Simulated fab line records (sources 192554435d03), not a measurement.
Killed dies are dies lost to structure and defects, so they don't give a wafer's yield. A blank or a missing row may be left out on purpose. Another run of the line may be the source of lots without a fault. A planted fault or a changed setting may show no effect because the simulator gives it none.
fab line records ; flow n5_finfet
record lots=10; wafers=30; last_day=20
route steps=1938 shown BEOL_M14@1770 BEOL_M15@1773
lots that met no fault: taken from a fault-free run of the same line
start_h: start of the lot's first displayed wafer, in hours after the record's first day ; wait_h: hours from the lot's prior step to this one ; " same as the row above ; L1.1+2: several wafers, shown together as one row ; - either no value or no given start ; * or withheld: withheld ; < > ~ a bound
route shown NAME@n: NAME is a module with steps in the file, n the number in the route of the first one ; usual: mean and standard deviation over wafers with no fault ; same: alike in all rows ; chamber/n: place in a boat ; sites: readings site by site ; _std_site: the standard deviation of these ; _edge_site: inner sites' mean taken away from outer sites' mean ; radius_mm: for every site, how far away it sits from the centre of the wafer ; mask NAME#n: copy n ; behind: tool/chamber where the wafer was last shaped ; hold: why the lot went on hold/how many hours it stayed there/how the hold came to an end ; device: the transistor (n, p or np) that didn't switch ; end of line: the route-end tests of the same wafers ; a step given without rows: its recipe and nothing more ; killed: count of dies lost to structure and defects at first sort (not the wafer's yield) ; map: dies across one wafer; x = killed, . = not, _ = none there
set.NAME: the setting as run; set.NAME@STEP: as run at that earlier step ; model.NAME: the simulator's own value behind a step, which no gauge read
steps of the route over a sample of lots; a table a step, a row a wafer
services: when a tool's chamber went out of use (start_h, in hours from the record's first day, below 0 if earlier), for how many hours, and the reason
## steps
# step N5_BEOL_M14_DEP_53
# recipe material=SiCN; target_thk_a=500; temp_c=withheld; precursor=3MS/NH3; pressure_torr=3; rf_w=675; time_s=17.8
# usual showerhead_plenum_p_Torr=4.145/0.018; throttle_valve_pct=18.3/1
lot.wafer;tool;chamber;start_h;wait_h;showerhead_plenum_p_Torr;throttle_valve_pct
L897.1;pecvd-02;2;289.79;0.0;4.148;16.5
L897.5;pecvd-02;1;289.79;0.0;4.107;19.4
L897.6;pecvd-02;2;289.79;0.0;4.155;16.8
L896.1;pecvd-01;1;316.32;0.0;4.137;19.7
L896.3;pecvd-01;0;316.32;0.0;4.170;18.6
L896.5;pecvd-01;2;316.32;0.0;4.160;16.2
L898.1;pecvd-04;1;322.28;0.0;4.137;18.5
L898.3;pecvd-04;0;322.28;0.0;4.121;18.9
L898.4;pecvd-04;0;322.28;0.0;4.117;18.7
L899.2;pecvd-02;0;333.82;0.0;4.137;18.6
L899.5;pecvd-02;1;333.82;0.0;4.114;19.3
L899.6;pecvd-02;0;333.82;0.0;4.152;18.8
L904.2;pecvd-02;2;378.22;0.0;4.148;17.0
L904.3;pecvd-02;0;378.22;0.0;4.140;18.5
L904.6;pecvd-02;0;378.22;0.0;4.134;18.8
L915.1;pecvd-01;0;410.24;0.0;4.173;18.6
L915.2;pecvd-01;2;410.24;0.0;4.159;16.5
L915.4;pecvd-01;0;410.24;0.0;4.163;18.6
L913.1;pecvd-01;0;425.19;0.0;4.178;18.4
L913.2;pecvd-01;2;425.19;0.0;4.166;16.6
L913.6;pecvd-01;2;425.19;0.0;4.158;16.3
L916.2;pecvd-04;0;429.66;0.0;4.121;18.9
L916.3;pecvd-04;2;429.66;0.0;4.162;18.9
L916.6;pecvd-04;2;429.66;0.0;4.157;18.9
L919.2;pecvd-04;1;444.18;0.0;4.150;18.5
L919.3;pecvd-04;1;444.18;0.0;4.144;18.3
L919.5;pecvd-04;1;444.18;0.0;4.139;18.3
L918.1;pecvd-04;0;460.60;0.0;4.126;18.7
L918.2;pecvd-04;1;460.60;0.0;4.144;18.4
L918.4;pecvd-04;0;460.60;0.0;4.132;18.9
# step N5_BEOL_M15_ILD_DEP_00
# recipe material=SiO2; target_thk_a=16293; temp_c=400; precursor=TEOS/O2; pressure_torr=6.5; rf_w=900; teos_flow_sccm=161.4; gas=O2; flow_sccm=2650; time_s=346.1
# usual heater_power_w=483/97; showerhead_plenum_p_Torr=8.34/0.034; throttle_valve_pct=18.6/1.2
lot.wafer;tool;chamber;start_h;wait_h;heater_power_w;showerhead_plenum_p_Torr;throttle_valve_pct
L897.1;pecvd-03;0;289.91;0.0;549;8.32;17.9
L897.5;pecvd-03;0;289.91;0.0;528;8.35;17.8
L897.6;pecvd-03;2;289.91;0.0;308;8.41;19.2
L896.1;pecvd-03;2;316.45;0.0;414;8.37;19.3
L896.3;pecvd-03;1;316.45;0.0;474;8.39;19.8
L896.5;pecvd-03;0;316.45;0.0;642;8.33;17.9
L898.1;pecvd-02;0;322.41;0.0;575;8.32;19.5
L898.3;pecvd-02;1;322.41;0.0;507;8.27;19.9
L898.4;pecvd-02;1;322.41;0.0;374;8.27;20.0
L899.2;pecvd-01;0;333.95;0.0;450;8.36;19.1
L899.5;pecvd-01;1;333.95;0.0;462;8.33;20.4
L899.6;pecvd-01;2;333.95;0.0;479;8.35;16.6
L904.2;pecvd-01;2;378.35;0.0;454;8.33;16.9
L904.3;pecvd-01;1;378.35;0.0;553;8.33;20.1
L904.6;pecvd-01;0;378.35;0.0;377;8.36;19.0
L915.1;pecvd-01;0;410.39;0.0;376;8.37;19.1
L915.2;pecvd-01;2;410.39;0.0;426;8.37;17.0
L915.4;pecvd-01;2;410.39;0.0;498;8.34;17.1
L913.1;pecvd-01;2;425.32;0.0;504;8.32;16.6
L913.2;pecvd-01;1;425.32;0.0;454;8.32;17.0
L913.6;pecvd-01;0;425.32;0.0;471;8.37;19.2
L916.2;pecvd-01;2;429.79;0.0;402;8.36;17.1
L916.3;pecvd-01;0;429.79;0.0;397;8.35;19.4
L916.6;pecvd-01;2;429.79;0.0;504;8.34;16.9
L919.2;pecvd-02;2;444.33;0.0;431;8.37;17.6
L919.3;pecvd-02;0;444.33;0.0;661;8.32;19.2
L919.5;pecvd-02;0;444.33;0.0;737;8.31;19.8
L918.1;pecvd-01;2;460.73;0.0;469;8.33;16.7
L918.2;pecvd-01;0;460.73;0.0;501;8.39;19.0
L918.4;pecvd-01;2;460.73;0.0;518;8.36;17.1
# step N5_BEOL_M15_STRIP_63
# recipe chemistry=O2; power_w=600; temp_c=60; pressure_mtorr=30; rf_frequency_hz=6e+07; bias_power_w=0; overash_fraction=0.3; o2_flow_sccm=225
# usual drypump_motor_current_A=5.6/0.34; oes_product_au=0.79/0.091; rf_vpp_V=3.6/0.7; showerhead_plenum_p_Torr=2.08/0.087; throttle_valve_pct=16.68/0.24
lot.wafer;tool;chamber;start_h;wait_h;drypump_motor_current_A;oes_product_au;rf_hours_counter_h;rf_vpp_V;showerhead_plenum_p_Torr;throttle_valve_pct
L897.1;rie_diel-05;3;-;-;5.7;0.93;16;2.7;2.14;16.70
L897.5;rie_diel-05;0;-;-;5.9;0.93;-;3.5;2.05;16.62
L897.6;rie_diel-05;3;-;-;5.7;0.94;-;2.7;2.14;16.70
L896.1;rie_diel-02;3;-;-;5.1;0.77;144;3.7;1.92;16.65
L896.3;rie_diel-02;1;-;-;5.8;0.88;40;2.7;2.14;16.47
L896.5;rie_diel-02;1;-;-;5.8;0.88;-;4.8;2.14;16.50
L898.1;rie_diel-05;0;-;-;5.9;0.92;34;5.1;2.05;16.64
L898.3;rie_diel-05;3;-;-;5.7;0.89;26;3.9;2.14;16.72
L898.4;rie_diel-05;2;-;-;5.2;0.72;186;3.8;2.00;17.25
L899.2;rie_diel-06;1;-;-;5.6;0.85;55;3.5;2.04;16.67
L899.5;rie_diel-06;1;-;-;5.6;0.86;-;3.9;2.04;16.70
L899.6;rie_diel-06;2;-;-;6.1;0.94;-;4.4;2.23;16.19
L904.2;rie_diel-06;1;-;-;5.6;0.83;70;3.9;2.03;16.71
L904.3;rie_diel-06;0;-;-;5.9;0.68;247;3.3;1.97;16.99
L904.6;rie_diel-06;3;-;-;5.7;0.95;-;3.4;2.04;16.71
L915.1;rie_diel-02;1;-;-;5.8;0.83;60;3.3;2.13;16.55
L915.2;rie_diel-02;3;-;-;5.2;0.76;175;4.0;1.91;16.72
L915.4;rie_diel-02;0;-;-;5.1;0.70;241;2.8;2.15;16.60
L913.1;rie_diel-06;3;-;-;5.7;0.90;28;4.1;2.04;16.74
L913.2;rie_diel-06;0;-;-;5.9;1.00;6;3.3;2.23;16.49
L913.6;rie_diel-06;3;-;-;5.7;0.92;-;3.6;2.04;16.74
L916.2;rie_diel-05;0;-;-;5.9;0.86;66;4.0;2.04;16.71
L916.3;rie_diel-05;1;-;-;5.4;0.68;223;4.5;2.07;16.70
L916.6;rie_diel-05;2;-;-;5.2;0.70;-;3.9;1.99;17.30
L919.2;rie_diel-02;2;-;-;6.1;0.70;222;2.9;2.16;16.47
L919.3;rie_diel-02;3;-;-;5.1;0.73;186;3.0;1.91;16.75
L919.5;rie_diel-02;2;-;-;6.1;0.71;-;3.4;2.15;16.47
L918.1;rie_diel-05;0;-;-;5.8;0.86;77;3.2;2.04;16.73
L918.2;rie_diel-05;3;-;-;5.7;0.84;66;2.4;2.12;16.80
L918.4;rie_diel-05;3;-;-;5.7;0.84;-;3.1;2.12;16.80
# step N5_BEOL_M15_ETCH_57
# recipe chemistry=N2/H2; target=SOC; source_w=3000; bias_w=350; time_s=750; ion_energy_ev=200; pressure_mtorr=30; n2_flow_sccm=200; h2_flow_sccm=200
# usual drypump_motor_current_A=5.6/0.34; h2_flow_sccm=200.0/0.63; oes_product_au=0.80/0.097; rf_vpp_V=523/3.2; showerhead_plenum_p_Torr=2.52/0.11; throttle_valve_pct=17.84/0.26
lot.wafer;tool;chamber;start_h;wait_h;drypump_motor_current_A;h2_flow_sccm;oes_product_au;rf_hours_counter_h;rf_vpp_V;showerhead_plenum_p_Torr;throttle_valve_pct
L897.1;rie_diel-06;1;291.42;-;5.6;199.6;0.89;41;522;2.48;17.88
L897.5;rie_diel-06;0;291.42;-;5.9;200.4;0.71;-;519;2.42;18.11
L897.6;rie_diel-06;1;291.42;-;5.6;200.2;0.89;-;522;2.48;17.87
L896.1;rie_diel-06;1;317.70;-;5.6;200.5;0.87;49;522;2.48;17.89
L896.3;rie_diel-06;0;317.70;-;5.9;199.2;0.70;226;520;2.41;18.14
L896.5;rie_diel-06;0;317.70;-;5.9;199.9;0.70;-;520;2.41;18.14
L898.1;rie_diel-02;2;323.65;-;6.1;200.2;0.73;184;526;2.64;17.59
L898.3;rie_diel-02;1;323.65;-;5.9;200.2;0.88;42;526;2.59;17.71
L898.4;rie_diel-02;3;323.65;-;5.1;199.6;0.77;146;520;2.34;17.70
L899.2;rie_diel-05;2;335.24;-;5.2;201.5;0.73;190;520;2.43;18.47
L899.5;rie_diel-05;0;335.24;-;5.9;200.1;0.90;-;521;2.49;17.78
L899.6;rie_diel-05;3;335.24;-;5.7;199.6;0.90;-;525;2.60;17.88
L904.2;rie_diel-05;3;379.73;-;5.7;199.7;1.10;40;525;2.59;17.91
L904.3;rie_diel-05;2;379.73;-;5.2;199.6;0.71;202;520;2.43;18.49
L904.6;rie_diel-05;1;379.73;-;5.4;200.2;0.70;-;523;2.52;17.73
L915.1;rie_diel-06;3;412.20;-;5.7;199.4;0.94;24;522;2.48;17.88
L915.2;rie_diel-06;1;412.20;-;5.6;199.5;0.82;83;522;2.46;17.94
L915.4;rie_diel-06;2;412.20;-;6.1;200.3;0.88;34;529;2.70;17.44
L913.1;rie_diel-02;0;426.93;-;5.1;199.4;0.68;245;526;2.61;17.65
L913.2;rie_diel-02;3;426.93;-;5.2;200.6;0.74;179;517;2.32;17.76
L913.6;rie_diel-02;0;426.93;-;5.1;199.6;0.68;-;525;2.61;17.64
L916.2;rie_diel-06;3;431.03;-;5.7;199.5;0.92;29;523;2.48;17.89
L916.3;rie_diel-06;0;431.03;-;5.9;201.1;0.98;7;530;2.72;17.72
L916.6;rie_diel-06;2;431.03;-;6.1;200.1;0.87;-;528;2.70;17.45
L919.2;rie_diel-02;2;445.99;-;6.1;200.6;0.70;222;525;2.62;17.66
L919.3;rie_diel-02;3;445.99;-;5.2;199.9;0.73;186;517;2.32;17.79
L919.5;rie_diel-02;1;445.99;-;5.8;201.1;0.83;-;524;2.58;17.77
L918.1;rie_diel-05;3;462.10;-;5.7;200.7;0.84;66;525;2.58;17.96
L918.2;rie_diel-05;0;462.10;-;5.9;198.4;0.85;77;522;2.47;17.86
L918.4;rie_diel-05;0;462.10;-;5.9;198.3;0.84;-;522;2.47;17.85
## services
tool;chamber;start_h;hours;kind
pecvd-04;2;270.21;5.2;repair
pecvd-03;1;277.89;12.2;repair
pecvd-01;0;279.29;5.0;scheduled_down
rie_diel-02;1;304.26;7.9;repair
rie_diel-06;2;306.74;-;clean
rie_diel-06;2;306.74;-;consumable_replace:focus_ring
rie_diel-06;2;306.74;-;consumable_replace:showerhead
rie_diel-06;2;306.74;12.8;scheduled_down
rie_diel-06;3;318.44;5.6;repair
pecvd-01;1;354.25;5.5;scheduled_down
pecvd-03;1;354.75;3.0;repair
rie_diel-02;-;356.59;0.6;repair
pecvd-04;2;369.30;6.7;repair
rie_diel-02;1;381.87;25.8;repair
pecvd-01;1;383.62;-;clean
pecvd-01;1;383.62;-;consumable_replace:showerhead
pecvd-01;1;383.62;29.0;scheduled_down
pecvd-01;1;383.62;29.0;vent_cycle
rie_diel-05;-;387.54;2.8;pm
pecvd-01;2;417.25;5.5;scheduled_down
rie_diel-02;1;430.99;5.1;repair
rie_diel-06;3;437.41;5.5;repair
rie_diel-05;2;456.83;7.7;repair
pecvd-02;0;461.92;12.2;repair
## key
first_sign step=N5_BEOL_M15_ETCH_57; reading=oes_product_au; direction=up; sigmas=3.1; usual=0.80; struck=1.10
effect none on later readings
met_at N5_BEOL_M15_ETCH_57
struck_lots L904
struck_wafers L904.2
not_acting_at N5_BEOL_M14_DEP_53,N5_BEOL_M15_ILD_DEP_00,N5_BEOL_M15_STRIP_63
onset_between 335.24 379.73
fault kind=process_parameter_drift; tool=rie_diel-05; chamber=3; onset_h=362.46; steps=N5_BEOL_M15_ETCH_57; channel=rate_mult; offset=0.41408; shape=step; end_h=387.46
